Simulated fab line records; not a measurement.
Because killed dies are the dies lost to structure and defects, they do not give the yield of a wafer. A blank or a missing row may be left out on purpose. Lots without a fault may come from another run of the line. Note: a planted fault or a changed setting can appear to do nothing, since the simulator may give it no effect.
Which tool is to blame? | flow n5Finfet | Sampling: 22 lots, 66 wafers, 6 of 1938 route steps

WHAT THE GAUGES SHOWED, per wafer
No reading from a measuring or inspecting step in the record can be judged against a usual standard deviation.

TOOL THAT RAN EACH LOT (tool first, then ch and the chambers of the sampled wafers, then the start)
lot  | N5_GATE_CUT_ETCH_37               | N5_GATE_CUT_ALD_22               | N5_GATE_CUT_CMP_23            | N5_MOL_CONTACT_COAG_ETCH_105     | N5_MOL_CONTACT_COAG_ETCH_15      | N5_MOL_CONTACT_COAG_ALD_20
L074 | rieDiel-01 ch 0,2, day 4 11:35    | aldSin-02 ch 0,2,3, day 4 12:20  | cmp-04 ch 0,2, day 4 13:52    | rieDiel-04 ch 0,3, day 4 15:24   | rieDiel-04 ch 0,3, day 4 15:34   | aldMetal-03 ch 0,1,3, day 4 16:20
L075 | rieDiel-03 ch 1,2,3, day 4 20:46  | aldSin-02 ch 2,3, day 4 21:32    | cmp-01 ch 0,2,3, day 4 23:06  | rieDiel-06 ch 0,2, day 5 00:40   | rieDiel-06 ch 0,2, day 5 00:49   | aldMetal-04 ch 0,2, day 5 01:40
L077 | rieDiel-02 ch 1,2, day 5 06:34    | aldSin-03 ch 1,2,3, day 5 07:20  | cmp-01 ch 1,2,3, day 5 08:52  | rieDiel-04 ch 0,1, day 5 10:29   | rieDiel-04 ch 0,1, day 5 10:39   | aldMetal-04 ch 2,3, day 5 11:30
L078 | rieDiel-03 ch 1,2,3, day 5 11:14  | aldSin-04 ch 0,2,3, day 5 12:00  | cmp-01 ch 0,1,2, day 5 13:29  | rieDiel-06 ch 0,1,2, day 5 15:00 | rieDiel-06 ch 0,1,2, day 5 15:10 | aldMetal-04 ch 0,1,3, day 5 16:06
L079 | rieDiel-01 ch 1,2, day 5 18:38    | aldSin-02 ch 0,1, day 5 19:23    | cmp-01 ch 0,2,3, day 5 20:54  | rieDiel-05 ch 0,1,3, day 5 22:45 | rieDiel-05 ch 0,1,3, day 5 22:55 | aldMetal-02 ch 0,2,3, day 5 23:40
L080 | rieDiel-01 ch 0,1, day 6 00:10    | aldSin-03 ch 0,3, day 6 00:56    | cmp-01 ch 0,1, day 6 02:25    | rieDiel-05 ch 0,2,3, day 6 04:04 | rieDiel-05 ch 0,2,3, day 6 04:13 | aldMetal-02 ch 0,1,2, day 6 04:59
L081 | rieDiel-02 ch 1,2,3, day 6 04:59  | aldSin-04 ch 0,1,2, day 6 06:02  | cmp-02 ch 0,1,3, day 6 07:31  | rieDiel-04 ch 0,1,3, day 6 09:10 | rieDiel-04 ch 0,1,3, day 6 09:19 | aldMetal-04 ch 0,1,3, day 6 14:01
L082 | rieDiel-03 ch 0,3, day 6 12:20    | aldSin-02 ch 0,1, day 6 13:07    | cmp-02 ch 0,2, day 6 14:36    | rieDiel-06 ch 0,2,3, day 6 16:06 | rieDiel-06 ch 0,2,3, day 6 16:16 | aldMetal-03 ch 2,3, day 6 17:07
L083 | rieDiel-02 ch 2,3, day 6 18:07    | aldSin-02 ch 0,2,3, day 6 19:11  | cmp-02 ch 1,2, day 6 20:43    | rieDiel-04 ch 1,2, day 6 22:11   | rieDiel-04 ch 1,2, day 6 22:21   | aldMetal-03 ch 0,1,2, day 6 23:49
L084 | rieDiel-02 ch 1,2,3, day 7 01:36  | aldSin-03 ch 0,1,3, day 7 02:40  | cmp-02 ch 0,1,2, day 7 04:11  | rieDiel-06 ch 0,1,2, day 7 05:41 | rieDiel-06 ch 0,1,2, day 7 05:50 | aldMetal-03 ch 0,1,2, day 7 06:40
L085 | rieDiel-03 ch 1,2,3, day 7 10:16  | aldSin-02 ch 0,2, day 7 11:50    | cmp-02 ch 0,1,3, day 7 13:22  | rieDiel-06 ch 0,1,2, day 7 14:58 | rieDiel-06 ch 0,1,2, day 7 15:08 | aldMetal-04 ch 0,1,3, day 7 16:40
L087 | rieDiel-01 ch 0,3, day 8 00:01    | aldSin-03 ch 0,1, day 8 00:46    | cmp-04 ch 0,3, day 8 02:16    | rieDiel-06 ch 1,2, day 8 03:52   | rieDiel-06 ch 1,2, day 8 04:02   | aldMetal-03 ch 0,2,3, day 8 05:54
L088 | rieDiel-01 ch 0,3, day 8 01:55    | aldSin-03 ch 0,3, day 8 03:05    | cmp-01 ch 0,2,3, day 8 04:37  | rieDiel-06 ch 0,1, day 8 06:44   | rieDiel-06 ch 0,1, day 8 06:54   | aldMetal-03 ch 2,3, day 8 09:22
L089 | rieDiel-03 ch 1,2, day 8 07:44    | aldSin-04 ch 0,2, day 8 08:32    | cmp-04 ch 0,1,3, day 8 10:04  | rieDiel-04 ch 0,1,3, day 8 11:32 | rieDiel-04 ch 0,1,3, day 8 11:42 | aldMetal-02 ch 0,3, day 8 12:50
L090 | rieDiel-01 ch 1,2,3, day 8 16:29  | aldSin-04 ch 0,2,3, day 8 18:21  | cmp-02 ch 2,3, day 8 19:50    | rieDiel-05 ch 0,1, day 8 21:21   | rieDiel-05 ch 0,1, day 8 21:31   | aldMetal-02 ch 0,1,2, day 8 23:49
L091 | rieDiel-02 ch 0,2,3, day 8 19:00  | aldSin-04 ch 0,1,3, day 8 21:26  | cmp-04 ch 0,2, day 8 22:58    | rieDiel-06 ch 2,3, day 9 00:27   | rieDiel-06 ch 2,3, day 9 00:37   | aldMetal-03 ch 1,2, day 9 03:23
L092 | rieDiel-03 ch 0,2,3, day 9 02:56  | aldSin-03 ch 0,2, day 9 03:41    | cmp-02 ch 0,1,2, day 9 05:11  | rieDiel-06 ch 0,2,3, day 9 06:56 | rieDiel-06 ch 0,2,3, day 9 07:05 | aldMetal-03 ch 0,1,3, day 9 07:53
L093 | rieDiel-03 ch 0,1,3, day 9 13:46  | aldSin-02 ch 1,2, day 9 14:32    | cmp-02 ch 1,2, day 9 16:04    | rieDiel-05 ch 0,3, day 9 17:40   | rieDiel-05 ch 0,3, day 9 17:49   | aldMetal-03 ch 0,1,3, day 9 18:46
L094 | rieDiel-01 ch 1,2, day 9 16:58    | aldSin-02 ch 0,2, day 9 17:46    | cmp-04 ch 0,1,2, day 9 19:20  | rieDiel-05 ch 0,2, day 9 20:46   | rieDiel-05 ch 0,2, day 9 20:56   | aldMetal-03 ch 1,2,3, day 9 21:55
L095 | rieDiel-01 ch 1,2, day 9 19:32    | aldSin-02 ch 1,2, day 9 20:17    | cmp-01 ch 0,1,3, day 9 21:47  | rieDiel-06 ch 0,1,2, day 9 23:25 | rieDiel-06 ch 0,1,2, day 9 23:35 | aldMetal-04 ch 0,1,2, day 10 01:29
L096 | rieDiel-01 ch 0,2,3, day 10 06:34 | aldSin-02 ch 2,3, day 10 07:19   | cmp-01 ch 0,2,3, day 10 08:55 | rieDiel-05 ch 0,2, day 10 11:18  | rieDiel-05 ch 0,2, day 10 11:28  | aldMetal-03 ch 1,2, day 10 12:17
L097 | rieDiel-02 ch 0,1,2, day 10 08:53 | aldSin-02 ch 0,2,3, day 10 09:38 | cmp-01 ch 2,3, day 10 11:17   | rieDiel-06 ch 0,2, day 10 12:53  | rieDiel-06 ch 0,2, day 10 13:03  | aldMetal-02 ch 0,2,3, day 10 14:19
- N5_GATE_CUT_ETCH_37: etches SOC in N2/H2, target depth 60 nm, overetch 12 nm, time 90 s.
- N5_GATE_CUT_ALD_22: deposits SiNx, target thk 16 nm, pulse time 1 s, ald cycles 320.
- N5_GATE_CUT_CMP_23: polishes, stops on SiO2, t overpolish 23.4 s, target thk 16 nm.
- N5_MOL_CONTACT_COAG_ETCH_105: etches SiARC in CF4, target depth 15.6 nm, time 26 s.
- N5_MOL_CONTACT_COAG_ETCH_15: etches SiNx in CH3F/O2, stops on Si:P, target depth 7 nm.
- N5_MOL_CONTACT_COAG_ALD_20: deposits TiN, target thk 1.5 nm, pulse time 1 s, purge time 3 s.

AS READ BY THE TOOLS THEMSELVES (means over the sampled wafers that have a number; for cases with no such wafer, the mark the record gives instead)
N5_GATE_CUT_ETCH_37.
lot  | tool       | drypumpMotorCurrentA (A) | oesProductAu (a.u.) | rfVppV (V) | showerheadPlenumPTorr (Torr) | throttleValvePct (%)
L074 | rieDiel-01 | 5.7                      | 0.65                | 526.6      | 2.63                         | 17.73
L075 | rieDiel-03 | 5.6                      | 0.66                | 526.3      | 2.60                         | 17.93
L077 | rieDiel-02 | 6.3                      | 0.67                | 523.1      | 2.55                         | 17.95
L078 | rieDiel-03 | 5.7                      | 0.65                | 524.5      | 2.60                         | 17.94
L079 | rieDiel-01 | 5.8                      | 0.71                | 527.0      | 2.66                         | 17.54
L080 | rieDiel-01 | 5.9                      | 0.81                | 528.1      | 2.65                         | 17.57
L081 | rieDiel-02 | 6.0                      | 0.66                | 522.8      | 2.50                         | 17.86
L082 | rieDiel-03 | 6.4                      | 0.68                | 525.3      | 2.60                         | 18.00
L083 | rieDiel-02 | 6.2                      | 0.65                | 522.2      | 2.50                         | 18.06
L084 | rieDiel-02 | 5.9                      | 0.66                | 521.4      | 2.50                         | 17.86
L085 | rieDiel-03 | 5.7                      | 0.72                | 525.4      | 2.60                         | 17.79
L087 | rieDiel-01 | 6.1                      | 0.71                | 524.6      | 2.54                         | 17.77
L088 | rieDiel-01 | 6.2                      | 0.71                | 524.8      | 2.54                         | 17.77
L089 | rieDiel-03 | 5.3                      | 0.76                | 524.2      | 2.54                         | 17.63
L090 | rieDiel-01 | 6.0                      | 0.70                | 526.0      | 2.61                         | 17.65
L091 | rieDiel-02 | 5.7                      | 0.72                | 525.8      | 2.62                         | 17.83
L092 | rieDiel-03 | 5.9                      | 0.70                | 525.0      | 2.56                         | 17.86
L093 | rieDiel-03 | 6.2                      | 0.66                | 526.8      | 2.61                         | 18.00
L094 | rieDiel-01 | 5.8                      | 0.68                | 526.7      | 2.65                         | 17.60
L095 | rieDiel-01 | 5.8                      | 0.68                | 527.2      | 2.65                         | 17.59
L096 | rieDiel-01 | 5.9                      | 0.69                | 524.2      | 2.58                         | 17.73
L097 | rieDiel-02 | 5.8                      | 0.64                | 524.2      | 2.55                         | 17.91

N5_GATE_CUT_ALD_22.
lot  | tool      | heaterPowerW (W) | precursorPulseHeightRel
L074 | aldSin-02 | 906              | 1.003
L075 | aldSin-02 | 846              | 0.999
L077 | aldSin-03 | 870              | 1.006
L078 | aldSin-04 | 836              | 1.006
L079 | aldSin-02 | 967              | 0.989
L080 | aldSin-03 | 939              | 1.025
L081 | aldSin-04 | 825              | 1.012
L082 | aldSin-02 | 947              | 1.014
L083 | aldSin-02 | 898              | 1.015
L084 | aldSin-03 | 874              | 0.998
L085 | aldSin-02 | 987              | 1.022
L087 | aldSin-03 | 836              | 0.991
L088 | aldSin-03 | 938              | 1.007
L089 | aldSin-04 | 839              | 0.985
L090 | aldSin-04 | 853              | 0.989
L091 | aldSin-04 | 856              | 0.987
L092 | aldSin-03 | 948              | 1.011
L093 | aldSin-02 | 843              | 1.002
L094 | aldSin-02 | 929              | 1.002
L095 | aldSin-02 | 850              | 0.999
L096 | aldSin-02 | 868              | 1.001
L097 | aldSin-02 | 931              | 1.008

N5_GATE_CUT_CMP_23.
lot  | tool   | headPressurePsi (psi) | motorCurrentA (A) | overpolishRunS (s) | retainingRingPressureFrac | timeToEndpointS (s)
L074 | cmp-04 | 2.502                 | 10.3              | 23.401             | 0.999                     | 20.7
L075 | cmp-01 | 2.493                 | 9.0               | 23.401             | 1.001                     | 19.3
L077 | cmp-01 | 2.504                 | 8.7               | 23.399             | 1.004                     | 16.9
L078 | cmp-01 | 2.500                 | 8.2               | 23.404             | 1.002                     | 20.4
L079 | cmp-01 | 2.500                 | 8.8               | 23.405             | 1.001                     | 15.4
L080 | cmp-01 | 2.505                 | 8.0               | 23.400             | 0.995                     | 15.6
L081 | cmp-02 | 2.499                 | 9.9               | 23.406             | 0.999                     | 16.2
L082 | cmp-02 | 2.496                 | 9.7               | 23.396             | 1.003                     | 13.6
L083 | cmp-02 | 2.506                 | 9.5               | 23.387             | 0.996                     | 14.2
L084 | cmp-02 | 2.500                 | 9.7               | 23.396             | 1.005                     | 17.8
L085 | cmp-02 | 2.499                 | 10.0              | 23.399             | 0.999                     | 20.1
L087 | cmp-04 | 2.499                 | 8.6               | 23.391             | 0.997                     | 20.9
L088 | cmp-01 | 2.493                 | 9.1               | 23.400             | 1.000                     | 18.5
L089 | cmp-04 | 2.492                 | 9.5               | 23.405             | 1.001                     | 19.6
L090 | cmp-02 | 2.502                 | 9.7               | 23.393             | 0.997                     | 19.4
L091 | cmp-04 | 2.500                 | 10.3              | 23.398             | 1.002                     | 20.1
L092 | cmp-02 | 2.505                 | 9.6               | 23.396             | 1.004                     | 19.0
L093 | cmp-02 | 2.509                 | 9.4               | 23.404             | 1.001                     | 16.2
L094 | cmp-04 | 2.499                 | 10.7              | 23.398             | 1.003                     | 19.8
L095 | cmp-01 | 2.502                 | 8.7               | 23.399             | 1.003                     | 15.3
L096 | cmp-01 | 2.498                 | 8.8               | 23.396             | 1.000                     | 15.7
L097 | cmp-01 | 2.497                 | 9.2               | 23.390             | 0.998                     | 18.6

N5_MOL_CONTACT_COAG_ETCH_105.
lot  | tool       | drypumpMotorCurrentA (A) | etchRfOnTimeS (s) | oesProductAu (a.u.) | rfVppV (V) | showerheadPlenumPTorr (Torr) | throttleValvePct (%)
L074 | rieDiel-04 | 5.5                      | 26.5              | 0.63                | 185.6      | 2.19                         | 15.62
L075 | rieDiel-06 | 5.1                      | 25.5              | 0.66                | 183.8      | 2.11                         | 15.67
L077 | rieDiel-04 | 5.8                      | 26.4              | 0.63                | 183.0      | 2.10                         | 15.49
L078 | rieDiel-06 | 5.2                      | 25.4              | 0.66                | 184.5      | 2.11                         | 15.74
L079 | rieDiel-05 | 5.8                      | 26.1              | 0.68                | 185.1      | 2.14                         | 15.68
L080 | rieDiel-05 | 5.9                      | 25.9              | 0.68                | 184.8      | 2.18                         | 15.63
L081 | rieDiel-04 | 5.6                      | 25.9              | 0.64                | 184.3      | 2.13                         | 15.59
L082 | rieDiel-06 | 5.0                      | 25.7              | 0.63                | 183.2      | 2.07                         | 15.75
L083 | rieDiel-04 | 6.2                      | 25.7              | 0.72                | 183.0      | 2.08                         | 15.64
L084 | rieDiel-06 | 5.2                      | 25.8              | 0.64                | 184.5      | 2.11                         | 15.77
L085 | rieDiel-06 | 5.2                      | 25.5              | 0.64                | 183.5      | 2.11                         | 15.78
L087 | rieDiel-06 | 5.5                      | 25.7              | 0.63                | 183.9      | 2.13                         | 15.90
L088 | rieDiel-06 | 5.3                      | 25.4              | 0.64                | 183.9      | 2.11                         | 15.85
L089 | rieDiel-04 | 5.6                      | 26.1              | 0.63                | 184.6      | 2.13                         | 15.61
L090 | rieDiel-05 | 5.4                      | 25.9              | 0.72                | 183.8      | 2.15                         | 15.64
L091 | rieDiel-06 | 5.2                      | 25.4              | 0.70                | 184.8      | 2.17                         | 15.67
L092 | rieDiel-06 | 5.0                      | 25.4              | 0.71                | 184.7      | 2.15                         | 15.63
L093 | rieDiel-05 | 6.2                      | 26.6              | 0.59                | 183.8      | 2.10                         | 15.83
L094 | rieDiel-05 | 5.7                      | 25.8              | 0.67                | 185.9      | 2.25                         | 15.76
L095 | rieDiel-06 | 5.2                      | 26.0              | 0.62                | 182.9      | 2.10                         | 15.81
L096 | rieDiel-05 | 5.7                      | 25.7              | 0.67                | 185.8      | 2.25                         | 15.76
L097 | rieDiel-06 | 5.0                      | 25.8              | 0.63                | 182.7      | 2.08                         | 15.72

N5_MOL_CONTACT_COAG_ETCH_15.
lot  | tool       | drypumpMotorCurrentA (A) | oesProductAu (a.u.) | rfVppV (V) | showerheadPlenumPTorr (Torr) | throttleValvePct (%)
L074 | rieDiel-04 | 5.6                      | 0.55                | 297        | 2.06                         | 16.40
L075 | rieDiel-06 | 5.1                      | 0.56                | 288        | 1.97                         | 16.42
L077 | rieDiel-04 | 5.8                      | 0.55                | 297        | 1.96                         | 16.20
L078 | rieDiel-06 | 5.2                      | 0.55                | 293        | 1.98                         | 16.50
L079 | rieDiel-05 | 5.8                      | 0.59                | 292        | 2.00                         | 16.39
L080 | rieDiel-05 | 5.9                      | 0.58                | 293        | 2.04                         | 16.32
L081 | rieDiel-04 | 5.6                      | 0.54                | 296        | 2.00                         | 16.33
L082 | rieDiel-06 | 5.0                      | 0.54                | 288        | 1.94                         | 16.52
L083 | rieDiel-04 | 6.2                      | 0.61                | 294        | 1.95                         | 16.40
L084 | rieDiel-06 | 5.2                      | 0.55                | 293        | 1.97                         | 16.52
L085 | rieDiel-06 | 5.2                      | 0.54                | 292        | 1.97                         | 16.52
L087 | rieDiel-06 | 5.5                      | 0.54                | 300        | 1.99                         | 16.63
L088 | rieDiel-06 | 5.3                      | 0.55                | 298        | 1.97                         | 16.60
L089 | rieDiel-04 | 5.6                      | 0.54                | 298        | 1.99                         | 16.36
L090 | rieDiel-05 | 5.4                      | 0.61                | 294        | 2.01                         | 16.35
L091 | rieDiel-06 | 5.2                      | 0.59                | 291        | 2.04                         | 16.44
L092 | rieDiel-06 | 5.0                      | 0.59                | 291        | 2.02                         | 16.40
L093 | rieDiel-05 | 6.2                      | 0.52                | 291        | 1.96                         | 16.53
L094 | rieDiel-05 | 5.7                      | 0.58                | 297        | 2.10                         | 16.46
L095 | rieDiel-06 | 5.2                      | 0.54                | 294        | 1.97                         | 16.57
L096 | rieDiel-05 | 5.7                      | 0.57                | 297        | 2.10                         | 16.47
L097 | rieDiel-06 | 5.0                      | 0.54                | 287        | 1.94                         | 16.47

N5_MOL_CONTACT_COAG_ALD_20.
lot  | tool        | heaterPowerW (W) | precursorPulseHeightRel
L074 | aldMetal-03 | 813              | 1.005
L075 | aldMetal-04 | 983              | 1.003
L077 | aldMetal-04 | 887              | 1.012
L078 | aldMetal-04 | 925              | 1.005
L079 | aldMetal-02 | 920              | 1.021
L080 | aldMetal-02 | 888              | 0.997
L081 | aldMetal-04 | 910              | 1.001
L082 | aldMetal-03 | 871              | 1.003
L083 | aldMetal-03 | 805              | 0.976
L084 | aldMetal-03 | 811              | 1.017
L085 | aldMetal-04 | 924              | 1.007
L087 | aldMetal-03 | 826              | 1.009
L088 | aldMetal-03 | 878              | 1.005
L089 | aldMetal-02 | 908              | 1.005
L090 | aldMetal-02 | 895              | 1.017
L091 | aldMetal-03 | 864              | 0.989
L092 | aldMetal-03 | 798              | 0.993
L093 | aldMetal-03 | 805              | 1.021
L094 | aldMetal-03 | 862              | 1.003
L095 | aldMetal-04 | 993              | 0.991
L096 | aldMetal-03 | 873              | 0.998
L097 | aldMetal-02 | 930              | 0.991

THE ANSWER, worked out from the rows above alone
Rule: usual is defined by the lots themselves. Put in order of their means at a reading, lots are off if they are a third of the lots or fewer, leave a main group of 4 or more, and stand apart from it by a gap of 3 or more times the standard deviation of the main group's means; of several such gaps the widest counts. The tables above print the reading to a certain number of digits; a main group whose means all agree to those digits is not used. A lot without any number at a reading at which 4 lots or more have one is off too. All remaining lots with rows at the step are treated as sound. Order of review: gauges by route order, followed by the tools' own readings, for which a lot's mean as printed above is used. At the first step where some lot is off, the reading lying furthest off is the one used; lots without a number count as furthest.
Nothing can be told from this: no lot is off at any reading shown.

WHAT WAS PUT IN BY THE SIMULATOR
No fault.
